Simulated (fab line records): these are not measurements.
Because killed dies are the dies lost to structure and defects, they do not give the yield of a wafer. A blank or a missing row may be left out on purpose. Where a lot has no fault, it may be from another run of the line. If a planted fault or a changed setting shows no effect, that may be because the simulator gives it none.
Chamber matching -- flow n5Finfet -- aldMetal-03 running N5_BEOL_M8_ALD_77: 4 sister chambers
The step deposits TaN, target thk 2 nm, pulse time 2 s, purge time 3 s. 14 wafers are shown with their chamber, then 7 later ones without.

## WAFERS, EACH WITH ITS CHAMBER
wafer,chamber,heaterPowerW (W),precursorVesselCarrierSccm (sccm),mfcCarrierSccm (sccm)
L077.2,0,361,1003.5,1501
L077.3,1,428,1000.6,1495
L077.5,3,449,1002.1,1501
L078.3,0,347,996.6,1496
L078.4,1,423,997.6,1505
L078.6,1,430,1000.8,1512
L081.4,1,436,1000.6,1494
L081.5,2,417,1000.9,1504
L081.6,3,458,1002.2,1505
L084.4,0,365,1004.1,1505
L084.5,1,435,1001.5,1501
L084.6,2,433,1001.0,1503
L088.1,2,431,1002.1,1505
L088.3,0,367,999.6,1498

SIGNATURES, as means of the wafers listed above
reading,chamber 0,chamber 1,chamber 2,chamber 3,scatter within a chamber
heaterPowerW,360.00,430.40,427.00,453.50,7.41
precursorVesselCarrierSccm,1000.950,1000.220,1001.333,1002.150,2.17
mfcCarrierSccm,1500.00,1501.40,1504.00,1503.00,5.26
Rule: for each reading, subtract the chamber's mean from the wafer's reading, divide by that reading's scatter and square the result; add these up over the readings and take the root, which gives the wafer's distance from the chamber. The wafer belongs to the nearest chamber; if the next one is less than 2 further off, it can't be placed. How the scatter is found: for the shown wafers, subtract from each reading the mean of its chamber, square and add these, divide the total by (wafers less chambers), then take the root.

## WAFERS WITHOUT THEIR CHAMBER
wafer,heaterPowerW (W),precursorVesselCarrierSccm (sccm),mfcCarrierSccm (sccm)
L088.5,361,1003.6,1498
L092.1,440,999.3,1498
L092.2,351,1002.5,1501
L092.3,450,999.3,1500
L095.3,431,1000.6,1500
L095.4,430,1002.2,1490
L095.5,438,1000.4,1496

## CHAMBER TAKEN BY EACH
wafer,from the rows above,in truth
L088.5,0,0
L092.1,can't be placed: 1 or 2 or 3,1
L092.2,0,0
L092.3,can't be placed: 3 or 1 or 2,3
L095.3,can't be placed: 1 or 2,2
L095.4,can't be placed: 1 or 2 or 3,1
L095.5,can't be placed: 1 or 2 or 3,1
Correct placement for 2 of the 7. Unplaceable from these rows: 5, with the true chamber sitting among the candidates in 5. Number placed wrongly: 0.
